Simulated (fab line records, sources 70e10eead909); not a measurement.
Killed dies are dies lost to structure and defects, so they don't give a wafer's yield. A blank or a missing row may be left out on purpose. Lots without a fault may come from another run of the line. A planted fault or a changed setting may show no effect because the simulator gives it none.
One fault seen from 2 desks | flow nand_harc | each desk has only its own numbers; what lay behind them comes last

THE METROLOGY DESK
What the gauges read, lot by lot, whatever tool the lot ran on: means of the sampled wafers that have a number. A lot is out of limits, marked OUT, if its mean lies more than 4 standard deviations from the usual mean; the brackets give that distance.
Columns: A = cd_nm at NHARC_A_CONTACT_CD_MEAS_42, usual 200.1 nm
lot  | first seen here | A
L763 | day 16 05:20    | 200.6
L769 | day 17 16:08    | 200.1
L770 | day 18 04:07    | 200.2
L776 | day 19 10:25    | 188.4 (-24) OUT
L777 | day 19 13:39    | 190.8 (-19) OUT
L775 | day 19 15:14    | 200.0
L778 | day 20 00:57    | 192.1 (-16) OUT
L779 | day 20 05:17    | 192.8 (-15) OUT
L781 | day 20 17:55    | 199.8
L782 | day 21 00:15    | 200.1
L785 | day 21 17:16    | 199.9
This desk's finding: out of limits on L776, L777, L778, L779; first on L776, day 19 10:25 (cd_nm at NHARC_A_CONTACT_CD_MEAS_42). In limits: L763, L769, L770, L775, L781, L782, L785.

THE TOOL OWNER'S DESK: arfi_scanner-03
The tool's own readings at NHARC_A_CONTACT_EXPOSE_39 (exposes mask A CC 3): means of the sampled wafers that have a number, for each lot that ran on this tool. A lot is out of limits, marked OUT, if its mean lies more than 4 standard deviations from the usual mean; the brackets give that distance.
Columns: A = exposure_dose_mJ_cm2 at NHARC_A_CONTACT_EXPOSE_39, usual 59.2; B = stage_vel_mm_s at NHARC_A_CONTACT_EXPOSE_39, usual 500.00 mm/s
lot  | first seen here | A              | B
L763 | day 16 05:12    | 58.8           | 499.90
L769 | day 17 16:00    | 58.8           | 499.69
L770 | day 18 03:58    | 58.8           | 500.09
L776 | day 19 10:17    | 43.5 (-28) OUT | 500.20
L777 | day 19 13:31    | 46.6 (-22) OUT | 500.00
L778 | day 20 00:49    | 49.0 (-18) OUT | 500.37
L779 | day 20 05:08    | 49.4 (-17) OUT | 500.02
This desk's finding: out of limits on L776, L777, L778, L779; first on L776, day 19 10:17 (exposure_dose_mJ_cm2 at NHARC_A_CONTACT_EXPOSE_39). In limits: L763, L769, L770.

PUT TOGETHER
The tool owner's desk could have raised an alarm at day 19 10:17, on L776, L777, L778, L779.
The metrology desk could have raised an alarm at day 19 10:25, on L776, L777, L778, L779.
Of the lots named, all ran NHARC_A_CONTACT_EXPOSE_39 on arfi_scanner-03.

WHAT THE SIMULATOR HAD PUT IN
Process parameter drift: arfi_scanner-03, from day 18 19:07 on, at NHARC_A_CONTACT_EXPOSE_39. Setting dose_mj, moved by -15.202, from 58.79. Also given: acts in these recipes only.
Lots struck among those shown: L776, L777, L778, L779.
Hours from the fault's start to each desk's first reading out of limits: the tool owner's desk, 15; the metrology desk, 15.
